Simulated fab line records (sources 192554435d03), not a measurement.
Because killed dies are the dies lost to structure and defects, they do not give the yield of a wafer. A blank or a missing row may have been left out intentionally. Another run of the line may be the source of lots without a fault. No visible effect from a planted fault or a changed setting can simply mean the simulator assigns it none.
Matching of chambers :: flow n5 finfet :: N5_BEOL_M3_CO_CAP_55 on cvd co-01: 3 sister chambers
The step material Co, precursor CCTBA/H2, target thk 2 nm, time 102.1 s. 6 wafers are shown with their chamber, then 12 later ones without.

== WAFERS PAIRED WITH THEIR CHAMBERS ==
wafer: L082.2
chamber: 0
heater power w (W): 281

wafer: L087.1
chamber: 0
heater power w (W): 278

wafer: L087.5
chamber: 2
heater power w (W): 250

wafer: L090.1
chamber: 1
heater power w (W): 249

wafer: L090.4
chamber: 2
heater power w (W): 248

wafer: L090.6
chamber: 1
heater power w (W): 253

== WAFERS MISSING THEIR CHAMBER ==
wafer: L091.1
heater power w (W): 248

wafer: L091.3
heater power w (W): 248

wafer: L091.4
heater power w (W): 286

wafer: L094.1
heater power w (W): 251

wafer: L094.2
heater power w (W): 239

wafer: L094.3
heater power w (W): 285

wafer: L094.4
heater power w (W): 281

wafer: L094.5
heater power w (W): 253

wafer: L094.6
heater power w (W): 249

wafer: L097.1
heater power w (W): 283

wafer: L097.2
heater power w (W): 244

wafer: L097.5
heater power w (W): 245

== EACH ONE'S CHAMBER ==
wafer: L091.1
from the rows above: can't be placed: 2 or 1
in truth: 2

wafer: L091.3
from the rows above: can't be placed: 2 or 1
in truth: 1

wafer: L091.4
from the rows above: 0
in truth: 0

wafer: L094.1
from the rows above: can't be placed: 1 or 2
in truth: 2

wafer: L094.2
from the rows above: can't be placed: 2 or 1
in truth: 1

wafer: L094.3
from the rows above: 0
in truth: 0

wafer: L094.4
from the rows above: 0
in truth: 0

wafer: L094.5
from the rows above: can't be placed: 1 or 2
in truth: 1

wafer: L094.6
from the rows above: can't be placed: 2 or 1
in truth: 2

wafer: L097.1
from the rows above: 0
in truth: 0

wafer: L097.2
from the rows above: can't be placed: 2 or 1
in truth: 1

wafer: L097.5
from the rows above: can't be placed: 2 or 1
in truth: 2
Correct placement for 4 of the 12. Unplaceable from these rows: 8, with the true chamber sitting among the candidates in 8. 0 placed wrongly.
How it was worked out, from the rows above alone: a wafer's distance from a chamber is the root of the sum, over the readings, of the square of ((its reading less the chamber's mean) divided by the reading's scatter). The wafer belongs to the nearest chamber; if the next one is less than 2 further off, it can't be placed. For every chamber, the mean is computed from those of its wafers that are shown. The scatter is the square root of a quotient: the sum, over the shown wafers, of each reading's squared deviation from its chamber's mean, divided by wafers minus chambers.
